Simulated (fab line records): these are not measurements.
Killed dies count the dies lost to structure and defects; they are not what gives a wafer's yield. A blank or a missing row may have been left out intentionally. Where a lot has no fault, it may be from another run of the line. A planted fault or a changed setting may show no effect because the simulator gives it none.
A struck lot beside a sound one || flow nand_harc || 16 out of 1159 route steps
Sound: these wafers, L593.3, L593.5, L593.6. Wafers L597.4, L597.5, L597.6 were the ones struck. The cause is named last.
Order at every step that has rows: each side's tool, ch and its chambers, its first start. Under that, the readings that differ: sound wafers || struck wafers || difference of the means || sigmas: that difference in standard deviations of wafers without a fault.
alike: readings whose means differ by less than 2 such deviations, and words and numbers that are the same on both sides. not compared: withheld readings, readings that some wafer has no value for, bounds like >300 that may hide the same value, and numbers for which the record gives no deviation and whose values overlap.
The two part at a step that has a row with sigmas, a row that says differs or no value, or rows on one side only. Non-overlapping numbers with no deviation appear without sigmas and do not part them. A reading missing from all wafers of one side parts the sides only when that side holds two or more wafers.

NHARC_A_STAIRCASE_CMP_472: polishes SiO2.
  sound on cmp-01 ch 0,1,2, day 14 02:47; struck on cmp-01 ch 0,1,2, day 14 13:43
  alike: motor_current_A
after that, 1 step had no rows for these wafers: NHARC_A_STAIRCASE_SRD_474.
NHARC_A_STAIRCASE_INSPECT_155:
  struck on defect_inspect-01, day 14 14:00; sound on defect_inspect-01, day 14 03:03
  alike: raw_defect_count
NHARC_A_SGD_CUT_DEP_00: deposits SiNx, target thk 50 nm.
  sound on pecvd-03 ch 0,1, day 14 03:28; struck on pecvd-01 ch 0,1,2, day 14 14:10
  alike: heater_power_w
then, 7 steps without rows for these wafers: NHARC_A_SGD_CUT_DEHYDRATE_01 (time 120 s); NHARC_A_SGD_CUT_HMDS_02 (time 30 s); NHARC_A_SGD_CUT_COAT_56 (time 75 s); NHARC_A_SGD_CUT_COAT_57 (time 65 s); NHARC_A_SGD_CUT_COAT_03 (resist thk 90 nm); NHARC_A_SGD_CUT_SOFTBAKE_04 (time 55 s); NHARC_A_SGD_CUT_EBR_05.
NHARC_A_SGD_CUT_EXPOSE_06: exposes mask SGD.
  sound on arfi_scanner-02 ch 0, day 14 04:14; struck on arfi_scanner-01 ch 0, day 14 14:41
{"reading": "exposure_dose_mJ_cm2", "sound": "85.52 85.59 85.66", "struck": "88.43 88.45 88.52", "difference": "+2.88", "sigmas": "+19"}
  alike: mask
then, 2 steps without rows for these wafers: NHARC_A_SGD_CUT_PEB_07 (peb time 65 s); NHARC_A_SGD_CUT_DEVELOP_08 (develop time 35 s).
NHARC_A_SGD_CUT_CD_MEAS_09: target cd 100 nm.
  sound on cd_sem-02 ch 0, day 14 04:22; struck on cd_sem-01 ch 0, day 14 14:49
{"reading": "cd_nm (nm)", "sound": "100.6 100.7 100.6", "struck": "101.8 102.0 102.3", "difference": "+1.4", "sigmas": "+3"}
NHARC_A_SGD_CUT_OVL_MEAS_10:
  struck on overlay-01, day 14 14:54; sound on overlay-01, day 14 04:27
  alike: overlay_x_nm, overlay_y_nm

== WHERE THEY PART ==
Earliest at NHARC_A_SGD_CUT_EXPOSE_06; latest, in this record, at NHARC_A_SGD_CUT_CD_MEAS_09. Later steps at which nothing parts them and some readings are alike: NHARC_A_SGD_CUT_OVL_MEAS_10.

WHY: whatever the simulator had introduced
Drift in process parameters on arfi_scanner-01 at NHARC_A_SGD_CUT_EXPOSE_06, starting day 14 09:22. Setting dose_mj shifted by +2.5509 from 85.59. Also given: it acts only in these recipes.
